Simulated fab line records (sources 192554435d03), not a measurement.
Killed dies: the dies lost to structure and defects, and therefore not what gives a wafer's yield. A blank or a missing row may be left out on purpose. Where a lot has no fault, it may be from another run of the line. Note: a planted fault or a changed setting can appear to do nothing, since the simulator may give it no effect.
One fault through the eyes of 3 desks -- flow n5_finfet -- every desk sees just its own numbers, and what lay behind them comes last
Where a reading is given only as a bound, like >300, the bound stands for it, and a mean or a difference that rests on one is marked > or <: the true number lies beyond.

AT THE METROLOGY DESK
Means of the sampled wafers that have a number, per lot and without regard to the tool the lot ran on: this is what the gauges read. The brackets show how far a lot's mean lies from the usual mean; more than 4 standard deviations puts the lot out of limits, marked OUT.
Columns: A = NDIPOLE_OVL at N5_HKMG_FIN_OVL_MEAS_50, usual 0.4 nm
lot,first seen here,A
L346,day 4 11:24,0.5
L348,day 5 05:20,0.9
L349,day 5 11:10,-0.8
L350,day 5 14:31,-1.3
L356,day 7 06:28,0.1
L357,day 7 09:39,0.2
L358,day 7 14:22,0.7
L359,day 7 22:16,0.9
L361,day 8 06:44,1.0
L362,day 8 09:17,1.1
L367,day 9 20:25,1.0
Result from this desk: across the 11 lots, nothing is out of limits.

THE DEFECT DESK
Inspection counts along the route, by lot: the mean over sampled wafers that carry a number. The brackets show how far a lot's mean lies from the usual mean; more than 4 standard deviations puts the lot out of limits, marked OUT.
Columns: A = raw_defect_count at N5_HKMG_FIN_INSPECT_14, usual 2.1
lot,first seen here,A
L346,day 4 14:56,1.0
L348,day 5 08:55,2.7
L349,day 5 14:35,2.7
L350,day 5 18:14,2.0
L356,day 7 09:52,2.3
L357,day 7 13:28,3.3
L358,day 7 18:05,3.7
L359,day 8 01:44,0.7
L361,day 8 10:11,>300 (+99 or more) OUT
L362,day 8 12:55,>300 (+99 or more) OUT
L367,day 9 23:50,2.7
Finding of this desk: L361, L362 out of limits; the first was L361 at day 8 10:11, on raw_defect_count at N5_HKMG_FIN_INSPECT_14. In limits: L346, L348, L349, L350, L356, L357, L358, L359, L367.

DESK OF THE TOOL OWNER: ald_metal-03
The tool's own readings at N5_HKMG_FIN_ALD_79 (deposits TiN, target thk 1.5 nm, pulse time 1 s, purge time 3 s): means of the sampled wafers that have a number, for each lot that ran on this tool. The brackets show how far a lot's mean lies from the usual mean; more than 4 standard deviations puts the lot out of limits, marked OUT.
Columns: A = heater_power_w at N5_HKMG_FIN_ALD_79, usual 885 W; B = precursor_pulse_height_rel at N5_HKMG_FIN_ALD_79, usual 0.999
lot,first seen here,A,B
L346,day 4 12:58,809,1.010
L350,day 5 16:16,813,1.025
L357,day 7 11:20,817,1.015
L361,day 8 08:14,817,1.015
L362,day 8 10:56,838,1.002
Result from this desk: across the 5 lots, nothing is out of limits.

PUT TOGETHER
The defect desk could have raised an alarm at day 8 10:11, on L361, L362.
Metrology desk: nothing out of limits seen.
Nothing out of limits was seen by the tool owner's desk.
The metrology desk has L361, L362 on record, within its limits.
On record at the tool owner's desk: L361, L362, within its limits.
N5_HKMG_FIN_ALD_79 was run on ald_metal-03 by each of the lots named.

WHAT THE SIMULATOR HAD PUT IN
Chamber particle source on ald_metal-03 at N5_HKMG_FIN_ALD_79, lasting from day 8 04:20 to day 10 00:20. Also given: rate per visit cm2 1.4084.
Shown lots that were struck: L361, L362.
Hours from the fault's start to each desk's first reading out of limits: the defect desk, 6.
